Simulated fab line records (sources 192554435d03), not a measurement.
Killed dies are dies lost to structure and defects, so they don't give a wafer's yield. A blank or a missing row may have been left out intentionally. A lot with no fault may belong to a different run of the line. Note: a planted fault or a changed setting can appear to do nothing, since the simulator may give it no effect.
fab line records    flow n5-finfet
[record] lots = 9  wafers = 27  last-day = 18
route steps=1938 shown ZERO_LAYER@4 PMOS_HMC_CHANNEL_EPI@63 BEOL_M4@1111 PASSIVATION@1936
lots that met no fault: taken from a fault-free run of the same line
start-h: the number of hours between the record's first day and the start of the first shown wafer of the lot    wait-h: time in hours since the lot's previous step    " identical to the entry in the row above    L1.1+2: a row that stands for several wafers    - no value, or no start was given    * or withheld: withheld    < > ~ a bound
route shown NAME@n: a module of which the file shows steps, and the number in the route of the first    usual: mean/standard deviation of fault-free wafers    same: alike in all rows    chamber/n: place in a boat    sites: the reading at each site    _std_site: standard deviation across them    _edge_site: mean of outer sites minus mean of inner sites    radius-mm: for every site, how far away it sits from the centre of the wafer    mask NAME#n: copy n    behind: the last tool/chamber to shape the wafer    hold: reason for holding the lot/hours on hold/outcome of the hold    device: whichever transistor did not switch (one of n, p or np)    end of line: tests of these same wafers at the route's end    step lacking rows: just its recipe    killed: dies that structure and defects cost at the first sort, which is not the same as the wafer's yield    map: per-die view of a wafer (x killed, . not killed, _ where there is no die)
set.NAME: setting as actually run; set.NAME@STEP: the setting as run at that earlier step    model.NAME: the simulator's own value behind a step, which no gauge read
a sample of lots followed through the steps of the route, with each step as a table and each wafer as a row
services: a tool's chamber out of use, with start hour (start-h, from the record's first day; less than 0 if before it), hours out, and reason
[[steps]]
[step N5_ZERO_LAYER_PECVD_02]
[recipe] material = SiO2  target-thk-a = 100  temp-c = 400  precursor = SiH4/N2O  pressure-torr = 0.75  rf-w = 275  time-s = 6
[usual] chamber-pressure-Torr = 0.7498/0.0017  heater-power-w = 785/110  showerhead-plenum-p-Torr = 8.16/0.18  susceptor-temp-C = 400.00/0.24
[same] time-s = 6
lot.wafer  tool      chamber  start-h  wait-h  chamber-pressure-Torr  heater-power-w  showerhead-plenum-p-Torr  susceptor-temp-C
L721.2     pecvd-04  2        24.28    0.0     0.7508                 780             7.94                      400.05
L721.4     "         1        "        "       0.7506                 762             8.13                      399.77
L721.6     "         2        "        "       0.7537                 819             7.96                      400.07
L722.2     pecvd-02  0        30.30    0.0     0.7478                 770             8.30                      399.89
L722.3     "         0        "        "       0.7482                 781             8.31                      400.09
L722.5     "         0        "        "       0.7504                 766             8.31                      399.93
L723.2     pecvd-02  0        36.30    0.0     0.7474                 782             8.33                      399.95
L723.3     "         0        "        "       0.7495                 798             8.33                      399.91
L723.4     "         1        "        "       0.7493                 749             7.98                      399.79
L725.2     pecvd-03  1        48.30    0.0     0.7472                 985             8.30                      399.66
L725.3     "         0        "        "       0.7478                 789             8.43                      400.05
L725.4     "         1        "        "       0.7477                 954             8.30                      400.29
L726.3     pecvd-03  1        54.30    0.0     0.7515                 978             8.32                      399.90
L726.4     "         0        "        "       0.7471                 711             8.42                      399.95
L726.6     "         2        "        "       0.7497                 866             8.02                      400.20
L730.2     pecvd-03  0        78.28    0.0     0.7491                 686             8.42                      399.78
L730.3     "         2        "        "       0.7502                 876             8.01                      400.13
L730.4     "         1        "        "       0.7483                 1057            8.29                      400.18
L731.1     pecvd-02  0        84.30    0.0     0.7476                 762             8.33                      400.09
L731.5     "         1        "        "       0.7502                 693             7.98                      399.83
L731.6     "         2        "        "       0.7498                 607             7.92                      399.82
L732.2     pecvd-03  0        90.30    0.0     0.7476                 675             8.42                      399.56
L732.4     "         1        "        "       0.7512                 1105            8.30                      400.11
L732.6     "         0        "        "       0.7491                 676             8.43                      399.84
L742.2     pecvd-02  2        150.28   0.0     0.7480                 673             7.93                      399.88
L742.3     "         1        "        "       0.7506                 632             7.98                      399.80
L742.5     "         2        "        "       0.7502                 679             7.90                      400.02
[step N5_PMOS_HMC_CHANNEL_EPI_PEB_07]
[recipe] peb-temp-c = 110  peb-time-s = 60  resist = CAR-ArF-block
[usual] heater-power-total-W = 175.2/1.6
lot.wafer  tool            chamber  start-h  wait-h  heater-power-total-W
L721.2     litho-track-02  0        28.99    0.0     177.0
L721.4     "               0        "        "       173.0
L721.6     "               0        "        "       173.9
L722.2     litho-track-05  0        35.34    0.0     173.0
L722.3     "               0        "        "       175.2
L722.5     "               0        "        "       176.0
L723.2     litho-track-05  0        41.05    0.0     173.9
L723.3     "               0        "        "       172.9
L723.4     "               0        "        "       177.6
L725.2     litho-track-03  0        53.08    0.0     177.1
L725.3     "               0        "        "       173.6
L725.4     "               0        "        "       176.4
L726.3     litho-track-02  0        58.98    0.0     173.1
L726.4     "               0        "        "       173.0
L726.6     "               0        "        "       177.6
L730.2     litho-track-03  0        83.34    0.0     175.6
L730.3     "               0        "        "       174.7
L730.4     "               0        "        "       176.2
L731.1     litho-track-03  0        89.38    0.1     175.6
L731.5     "               0        "        "       173.0
L731.6     "               0        "        "       174.2
L732.2     litho-track-03  0        94.82    0.0     177.6
L732.4     "               0        "        "       200.7
L732.6     "               0        "        "       200.7
L742.2     litho-track-02  0        154.99   0.1     177.6
L742.3     "               0        "        "       174.8
L742.5     "               0        "        "       176.3
[step N5_PMOS_HMC_CHANNEL_EPI_CD_MEAS_09]
[recipe] target-cd-nm = 237.4  landing-energy-ev = 500  detector = se-inlens
[usual] cd-nm = 237.4/0.88
lot.wafer  tool       chamber  start-h  wait-h  cd-nm
L721.2     cd-sem-02  0        29.05    -       237.4
L721.4     "          0        "        "       236.3
L721.6     "          0        "        "       235.8
L722.2     cd-sem-01  0        35.41    -       237.6
L722.3     "          0        "        "       237.9
L722.5     "          0        "        "       238.8
L723.2     cd-sem-03  0        41.11    -       235.0
L723.3     "          0        "        "       236.9
L723.4     "          0        "        "       236.0
L725.2     cd-sem-03  0        53.14    -       237.1
L725.3     "          0        "        "       237.6
L725.4     "          0        "        "       237.7
L726.3     cd-sem-02  0        59.05    -       237.1
L726.4     "          0        "        "       236.4
L726.6     "          0        "        "       237.0
L730.2     cd-sem-03  0        83.41    -       236.8
L730.3     "          0        "        "       237.3
L730.4     "          0        "        "       236.9
L731.1     cd-sem-03  0        89.44    -       235.4
L731.5     "          0        "        "       236.5
L731.6     "          0        "        "       237.3
L732.2     cd-sem-02  0        94.89    -       238.4
L732.4     "          0        "        "       227.8
L732.6     "          0        "        "       229.6
L742.2     cd-sem-02  0        155.06   -       236.7
L742.3     "          0        "        "       237.1
L742.5     "          0        "        "       237.8
[step N5_PMOS_HMC_CHANNEL_EPI_ETCH_32]
[recipe] chemistry = N2/H2  target = BARC  stop-on = SiO2  target-depth-a = 858  over-etch-frac = 0.3  time-s = 50.3  ion-energy-ev = 200  mask-material = CAR-ArF-block  pressure-mtorr = 30  source-w = 840  bias-w = 150  n2-flow-sccm = 200  h2-flow-sccm = 200
[usual] bias-w = 150.0/0.44  drypump-motor-current-A = 5.5/0.49  oes-product-au = 0.68/0.051  rf-vpp-V = 523.0/2.6  showerhead-plenum-p-Torr = 2.51/0.095  throttle-valve-pct = 17.79/0.18
[same] time-s = 50.3
lot.wafer  tool         chamber  start-h  wait-h  bias-w  drypump-motor-current-A  oes-product-au  rf-hours-counter-h  rf-vpp-V  showerhead-plenum-p-Torr  throttle-valve-pct
L721.2     rie-diel-02  2        29.18    0.0     150.5   5.1                      0.68            114                 520.8     2.45                      17.78
L721.4     "            1        "        "       150.5   6.3                      0.70            105                 521.8     2.46                      17.68
L721.6     "            1        "        "       149.9   6.3                      0.70            -                   520.9     2.46                      17.66
L722.2     rie-diel-06  0        35.53    0.0     150.0   5.5                      0.66            117                 523.8     2.56                      18.21
L722.3     "            3        "        "       149.2   5.6                      0.61            185                 519.8     2.43                      17.85
L722.5     "            1        "        "       149.8   5.0                      0.69            -                   522.7     2.46                      17.78
L723.2     rie-diel-02  0        41.23    0.0     150.3   5.2                      0.81            7                   527.7     2.72                      17.53
L723.3     "            1        "        "       150.9   6.3                      0.70            108                 521.3     2.46                      17.67
L723.4     "            3        "        "       149.4   5.9                      0.69            99                  524.0     2.56                      17.69
L725.2     rie-diel-06  3        53.27    0.0     150.0   5.6                      0.60            189                 520.7     2.42                      17.87
L725.3     "            1        "        "       149.8   4.9                      0.69            105                 521.8     2.46                      17.78
L725.4     "            0        "        "       149.4   5.5                      0.66            122                 524.0     2.56                      18.21
L726.3     rie-diel-02  0        59.44    0.0     150.7   5.3                      0.80            13                  528.1     2.71                      17.54
L726.4     "            2        "        "       150.6   5.1                      0.68            123                 523.0     2.45                      17.75
L726.6     "            3        "        "       150.4   5.9                      0.69            -                   525.3     2.56                      17.72
L730.2     rie-diel-01  0        83.53    0.0     149.9   5.4                      0.70            79                  518.4     2.36                      17.60
L730.3     "            3        "        "       150.1   5.7                      0.61            206                 522.3     2.53                      18.02
L730.4     "            1        "        "       149.6   4.7                      0.62            160                 528.0     2.64                      18.02
L731.1     rie-diel-01  3        89.57    0.0     149.5   5.7                      0.61            208                 523.9     2.53                      18.04
L731.5     "            1        "        "       149.7   4.7                      0.62            -                   527.3     2.64                      18.03
L731.6     "            0        "        "       149.9   5.4                      0.69            -                   519.9     2.36                      17.60
L732.2     rie-diel-02  0        95.01    0.0     150.8   5.3                      0.77            25                  527.7     2.71                      17.57
L732.4     "            3        "        "       149.7   5.9                      0.68            116                 524.9     2.55                      17.73
L732.6     "            2        "        "       149.8   5.1                      0.66            -                   522.8     2.44                      17.78
L742.2     rie-diel-02  0        155.18   0.0     149.9   5.3                      0.76            39                  527.0     2.70                      17.58
L742.3     "            2        "        "       149.8   5.1                      0.64            152                 520.1     2.43                      17.83
L742.5     "            1        "        "       150.5   6.3                      0.67            -                   519.8     2.45                      17.73
[step N5_PMOS_HMC_CHANNEL_EPI_FIN_RECESS_16]
[recipe] chemistry = HBr/Cl2  target = Si  mask-material = SiO2  target-depth-a = 540  time-s = 18  pressure-mtorr = 10  icp-w = 800  bias-w = 75  HBr_flow_sccm = 150  Cl2_flow_sccm = 80
[usual] bias-w = 74.99/0.21  drypump-motor-current-A = 5.7/0.4  oes-product-au = 0.999/0.017  throttle-valve-pct = 35.52/0.23
[same] time-s = 18
lot.wafer  tool       chamber  start-h  wait-h  bias-w  drypump-motor-current-A  oes-product-au  rf-hours-counter-h  throttle-valve-pct
L721.2     rie-si-04  1        29.62    0.0     74.94   5.5                      1.005           13                  35.86
L721.4     "          0        "        "       75.10   6.5                      1.032           73                  35.09
L721.6     "          0        "        "       74.98   6.4                      1.037           -                   35.08
L722.2     rie-si-04  0        35.97    0.0     74.76   6.5                      1.032           73                  35.10
L722.3     "          1        "        "       74.75   5.5                      1.008           13                  35.87
L722.5     "          2        "        "       75.26   4.9                      0.982           -                   35.76
L723.2     rie-si-03  0        41.67    0.0     75.36   5.4                      0.991           170                 35.31
L723.3     "          1        "        "       74.97   5.7                      0.997           88                  35.62
L723.4     "          0        "        "       75.21   5.4                      0.998           -                   35.33
L725.2     rie-si-03  3        53.71    0.0     75.00   5.8                      1.009           169                 35.54
L725.3     "          1        "        "       75.09   5.7                      1.008           88                  35.66
L725.4     "          0        "        "       75.14   5.5                      0.995           170                 35.30
L726.3     rie-si-03  1        59.88    0.0     74.64   5.7                      1.011           88                  35.64
L726.4     "          2        "        "       74.83   6.1                      0.981           80                  35.68
L726.6     "          1        "        "       74.71   5.7                      0.998           -                   35.64
L730.2     rie-si-01  1        83.95    0.0     74.95   6.0                      0.985           146                 35.45
L730.3     "          2        "        "       74.86   5.2                      0.968           196                 35.72
L730.4     "          3        "        "       75.40   5.4                      1.011           171                 35.19
L731.1     rie-si-04  0        90.01    0.0     74.80   6.5                      1.029           74                  35.09
L731.5     "          0        "        "       75.14   6.5                      1.029           -                   35.10
L731.6     "          1        "        "       74.88   5.5                      1.009           -                   35.84
L732.2     rie-si-03  3        95.43    0.0     74.98   5.8                      0.999           170                 35.56
L732.4     "          1        "        "       75.15   5.8                      1.006           89                  35.64
L732.6     "          2        "        "       74.97   6.1                      0.967           -                   35.69
L742.2     rie-si-03  1        155.61   0.0     75.34   5.7                      1.008           90                  35.64
L742.3     "          3        "        "       74.69   5.8                      1.002           170                 35.55
L742.5     "          1        "        "       75.14   5.7                      1.000           -                   35.67
[step N5_BEOL_M4_RC_MEAS_101]
[usual] DIBL_N = 36.5/1.4  DIBL_P = 36.9/1.7  IOFF_N = 0.163/0.023  IOFF_P = 0.22/0.032  ION_N = 673/9  ION_P = 462/7.5  SS_N = 71.6/0.54  SS_P = 73.4/0.62  VT_N = 249.8/2.8  VT_P = -250/3.5
lot.wafer  tool       chamber  start-h  wait-h  DIBL_N[mV/V]  DIBL_P[mV/V]  IOFF_N[nA/um]  IOFF_P[nA/um]  ION_N[uA/um]  ION_P[uA/um]  SS_N[mV/dec]  SS_P[mV/dec]  VT_N[mV]  VT_P[mV]
L721.2     prober-02  0        182.56   0.2     36.8          36.5          0.161          0.26           684           479           71.6          73.5          249.2     -243
L721.4     "          0        "        "       37.5          36.5          0.173          0.25           680           475           72.0          73.7          247.9     -248
L721.6     "          0        "        "       38.1          37.9          0.186          0.29           689           482           71.9          73.7          245.9     -244
L722.2     prober-01  0        186.04   0.2     36.1          37.5          0.159          0.23           674           469           71.1          73.0          248.9     -247
L722.3     "          0        "        "       37.7          39.1          0.190          0.27           678           469           71.6          73.6          249.7     -248
L722.5     "          0        "        "       35.5          36.7          0.152          0.22           677           471           71.4          73.6          253.0     -252
L723.2     prober-01  0        188.16   0.2     37.6          36.9          0.182          0.29           679           470           71.9          72.8          247.3     -242
L723.3     "          0        "        "       37.0          35.2          0.159          0.25           663           466           72.1          73.0          249.2     -245
L723.4     "          0        "        "       36.0          35.0          0.147          0.25           675           472           71.5          72.7          251.0     -243
L725.2     prober-01  0        197.64   0.2     35.7          35.3          0.135          0.19           663           459           71.3          73.8          253.6     -253
L725.3     "          0        "        "       37.9          38.6          0.182          0.24           680           464           71.5          74.6          247.2     -248
L725.4     "          0        "        "       37.6          37.6          0.172          0.22           689           470           71.0          74.1          249.3     -251
L726.3     prober-01  0        210.98   0.3     36.0          35.8          0.153          0.19           673           455           72.0          73.9          249.3     -253
L726.4     "          0        "        "       37.8          37.9          0.184          0.22           667           450           72.8          73.8          247.4     -251
L726.6     "          0        "        "       37.8          37.7          0.179          0.21           684           457           72.0          73.6          245.8     -253
L731.1     prober-02  0        245.61   0.0     37.6          38.3          0.190          0.26           675           466           71.9          73.5          247.7     -248
L731.5     "          0        "        "       35.4          34.8          0.134          0.19           655           447           70.7          72.7          255.9     -253
L731.6     "          0        "        "       36.4          36.9          0.165          0.23           686           467           71.2          73.6          248.5     -251
L730.2     prober-02  0        246.91   0.2     37.1          38.5          0.184          0.22           680           458           71.3          74.1          245.7     -253
L730.3     "          0        "        "       36.3          37.9          0.174          0.21           664           456           72.3          73.2          247.0     -251
L730.4     "          0        "        "       36.3          36.7          0.162          0.20           667           450           72.1          73.7          249.6     -253
L732.2     prober-02  0        250.79   0.2     37.1          35.0          0.147          0.18           663           447           71.5          73.0          250.5     -255
L732.4     "          0        "        "       38.6          37.5          0.184          0.22           675           455           71.8          74.8          249.4     -252
L732.6     "          0        "        "       38.2          36.8          0.174          0.20           683           454           71.9          73.5          248.8     -253
L742.2     prober-02  0        303.82   0.2     37.3          36.0          0.184          0.25           675           464           71.8          73.7          246.7     -246
L742.3     "          0        "        "       38.3          37.0          0.213          0.29           673           460           71.7          74.9          245.4     -246
L742.5     "          0        "        "       37.7          35.6          0.183          0.25           673           462           72.7          74.1          249.9     -247
[step N5_PASSIVATION_PROBE_49]
[usual] defect-limited-yield = 91.2/1.4  killed_at_M0_to_M3 = 35/11  killed_at_M4_up = 12/4.2  killed-at-contacts = 13/5.6  killed-at-front-end = 40/12  killed-at-other = 3.3/2.6  killed-dies = 103/17  killed-open = 68/12  killed-short = 34/7.6  sort_bin_5_function = 5.1/0.95  sort_bin_6_memory = 3.3/0.68  sort-n-pass = 1077/17  sort-yield-pct = 91.2/1.4
[same] gross-dies = 1180  killed-at-back-side = 0  sort_bin_4_leakage[%] = 0  sort_bin_8_speed[%] = 0
lot.wafer  tool       chamber  start-h  wait-h  defect-limited-yield[%]  killed_at_M0_to_M3  killed_at_M4_up  killed-at-contacts  killed-at-front-end  killed-at-other  killed-dies  killed-open  killed-short  sort_bin_5_function[%]  sort_bin_6_memory[%]  sort-n-pass  sort-yield-pct[%]
L722.2     prober-01  -        286.77   0.1     91.7                     35                  6                17                  39                   1                98           64           32            4.7                     3.1                   1082         91.7
L722.3     prober-01  -        286.82   0.1     88.3                     58                  12               8                   59                   1                138          83           54            6.0                     4.7                   1042         88.3
L722.5     prober-01  -        286.92   0.2     90.3                     41                  13               6                   54                   1                115          85           28            5.8                     3.8                   1065         90.3
// killed by level:class
L722.2 MOL_CONTACT_COAG:geometric-particle:open=15 STI_FIN_REVEAL:geometric-particle:open=9 BEOL_M0_SAQP:geometric-particle:open=9 BEOL_M0_SAQP:geometric-particle:short=7 FIN_SAQP:geometric-particle:open=6 FIN_SAQP:geometric-particle:short=6 BEOL_M2:geometric-particle:open=6 BEOL_M1:geometric-particle:open=5
L722.3 BEOL_M0_SAQP:geometric-particle:short=20 BEOL_M0_SAQP:geometric-particle:open=15 FIN_SAQP:geometric-particle:short=13 DUMMY_GATE:geometric-particle:open=11 FIN_SAQP:geometric-particle:open=9 STI_FIN_REVEAL:geometric-particle:open=9 BEOL_M3:geometric-particle:open=9 BEOL_M1:geometric-particle:open=7
L722.5 FIN_SAQP:geometric-particle:open=21 BEOL_M0_SAQP:geometric-particle:open=11 FIN_SAQP:geometric-particle:short=10 BEOL_M0_SAQP:geometric-particle:short=9 BEOL_M2:geometric-particle:open=8 BEOL_M4:geometric-particle:open=7 STI_FIN_REVEAL:geometric-particle:open=6 BEOL_M1:geometric-particle:open=6
[[services]]
tool            chamber  start-h  hours  kind
rie-si-04       2        15.35    3.9    repair
rie-diel-01     1        16.98    6.8    repair
pecvd-02        2        21.12    -      clean
pecvd-02        2        21.12    -      consumable-replace:showerhead
pecvd-02        2        21.12    29.0   scheduled-down
pecvd-02        2        21.12    29.0   vent-cycle
rie-si-03       2        34.06    17.5   repair
pecvd-03        0        36.80    2.1    scheduled-down
pecvd-03        1        40.25    5.5    scheduled-down
pecvd-02        -        54.93    1.2    repair
litho-track-05  -        55.12    -      consumable-replace:filter
rie-si-03       -        55.66    4.0    pm
pecvd-02        -        59.96    1.3    repair
rie-si-01       1        63.56    5.6    repair
pecvd-02        -        66.99    14.6   pm
rie-si-04       1        72.76    8.3    repair
rie-diel-01     -        89.90    2.8    pm
litho-track-02  -        96.45    -      consumable-replace:filter
rie-diel-02     0        100.79   3.5    repair
rie-diel-02     0        104.59   9.6    repair
rie-si-04       0        117.91   1.8    repair
rie-si-01       2        124.27   -      clean
rie-si-01       2        124.27   15.6   scheduled-down
rie-diel-02     3        125.78   8.9    repair
[[key]]
[first-sign] step = N5_PMOS_HMC_CHANNEL_EPI_PEB_07  reading = heater-power-total-W  direction = up  sigmas = 16  usual = *  struck = *
[effect] step = N5_PMOS_HMC_CHANNEL_EPI_CD_MEAS_09  reading = cd-nm  direction = down  sigmas = 9.9  usual = 237.4  struck = 228.7
met-at N5_PMOS_HMC_CHANNEL_EPI_PEB_07
struck-lots L732
struck-wafers L732.4,L732.6
not-acting-at N5_ZERO_LAYER_PECVD_02,N5_PMOS_HMC_CHANNEL_EPI_ETCH_32,N5_PMOS_HMC_CHANNEL_EPI_FIN_RECESS_16
onset-between 89.38 94.82
[fault] kind = process-parameter-drift  tool = litho-track-03  chamber = -  onset-h = 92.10  steps = N5_PMOS_HMC_CHANNEL_EPI_PEB_07  channel = peb-time-s  offset = *  shape = step  end-h = 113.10  scope = struck-wafers-only  acts-in = *  stated = *
